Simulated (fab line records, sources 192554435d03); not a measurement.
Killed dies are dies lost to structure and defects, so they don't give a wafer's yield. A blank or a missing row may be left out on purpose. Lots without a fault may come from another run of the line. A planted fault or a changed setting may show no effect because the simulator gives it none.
Split-lot experiment | flow n5_finfet | 7 lots, 21 wafers read, on a route of 1938 steps

THE SPLIT
At N5_BEOL_M15_PEB_26 (peb time 90 s), the setting peb_time_s was moved away from the recipe's 90 s on 8 of the 21 wafers read, by -18.9% to +18.2%. The other wafers ran this setting at the recipe's value.

FROM THE SPLIT TO THE READING: what the file shows between them, 2 steps
- N5_BEOL_M15_DEVELOP_27: develop time 45 s (also split here: develop_time_s)
- N5_BEOL_M15_HARDBAKE_32: time 120 s

THE READING
cd_nm, in nm, at N5_BEOL_M15_CD_MEAS_28 (target cd 407.6 nm). Fault-free wafers of this fab line usually give 407.2 nm, standard deviation 1.4 nm.

wafer  | tool, chamber at the split | peb_time_s as run, s | against the recipe | cd_nm, nm | against lot-mates on the recipe
L074.3 | litho_track-02, 0          | 84.55                | -6.1%              | 407.7     | -2.3
L074.5 | litho_track-02, 0          | 84.55                | -6.1%              | 406.9     | -3.1
L074.6 | litho_track-02, 0          | 90                   | recipe             | 410.0     | -
L076.1 | litho_track-03, 0          | 96.12                | +6.8%              | 407.3     | no lot-mate on the recipe
L076.4 | litho_track-03, 0          | 96.12                | +6.8%              | 407.5     | no lot-mate on the recipe
L076.6 | litho_track-03, 0          | 96.12                | +6.8%              | 407.9     | no lot-mate on the recipe
L079.1 | litho_track-03, 0          | 90                   | recipe             | 407.2     | -
L079.2 | litho_track-03, 0          | 90                   | recipe             | 407.2     | -
L079.6 | litho_track-03, 0          | 90                   | recipe             | 407.0     | -
L082.4 | litho_track-02, 0          | 90                   | recipe             | 407.4     | -
L082.5 | litho_track-02, 0          | 90                   | recipe             | 408.4     | -
L082.6 | litho_track-02, 0          | 90                   | recipe             | 409.5     | -
L085.4 | litho_track-03, 0          | 90                   | recipe             | 408.0     | -
L085.5 | litho_track-03, 0          | 106.4                | +18.2%             | 414.0     | +6.0
L085.6 | litho_track-03, 0          | 106.4                | +18.2%             | 412.2     | +4.2
L087.1 | litho_track-03, 0          | 90                   | recipe             | 405.0     | -
L087.2 | litho_track-03, 0          | 72.95                | -18.9%             | 398.1     | -7.6
L087.4 | litho_track-03, 0          | 90                   | recipe             | 406.5     | -
L090.2 | litho_track-02, 0          | 90                   | recipe             | 407.4     | -
L090.5 | litho_track-02, 0          | 90                   | recipe             | 407.9     | -
L090.6 | litho_track-02, 0          | 90                   | recipe             | 407.7     | -

THE FIT
A straight line over all 21 wafers: cd_nm changes by +0.317 nm for each +1% of peb_time_s; r = +0.84; the points scatter about the line by 1.6 nm.
The same after taking each lot's own level away (the mean of its wafers on the recipe; 18 wafers): +0.333 nm for each +1%; r = +0.97; scatter 0.74 nm.
On that fit, the largest move of peb_time_s shifts the reading by 6.3 nm.
The lots' own levels span 405.75 to 410.00 nm, that is 3.0 times the standard deviation above.
So the lot-to-lot level changes the slope little: the two slopes agree.
Check: with one of the wafers moved furthest among these (-18.9%) left out of the fit, the line predicts -5.86 nm for it against its lot-mates. It came out at -7.65 nm against them.

OTHER SPLITS ON THESE WAFERS
These wafers also went through other splits before the reading. Each is held against what the fit with the lots' levels taken away leaves over:
other split on the same wafers        | wafers away from the commonest value | r with cd_nm (lot level and that fit taken away)
N5_BEOL_M14_TRENCH_ETCH_34 bias_w     | 7                                    | -0.21
N5_BEOL_M15_DEVELOP_27 develop_time_s | 9                                    | +0.11

THE WHOLE CHAIN: every reading that the file lists as answering this split, in the file's order
step                   | what it does                                                            | reading                                                         | change (the file's fit)               | r (the file's)
N5_BEOL_M15_CD_MEAS_28 | target cd 407.6 nm                                                      | cd_nm                                                           | +0.348 nm for each +1% of the setting | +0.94
N5_BEOL_M15_DESCUM_33  | chemistry O2, time 7.9 s                                                | BEOL_M15.cd_nm (the simulator's own value, which no gauge read) | +0.35 nm for each +1% of the setting  | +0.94
N5_BEOL_M15_ETCH_61    | etches BARC in N2/H2, target depth 89 nm, overetch 26.7 nm, time 67.9 s | BEOL_M15.cd_nm (the simulator's own value, which no gauge read) | +0.343 nm for each +1% of the setting | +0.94

THE FILE'S OWN FIT
cd_nm changes by +0.348 nm for each +1% of peb_time_s, r = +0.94.
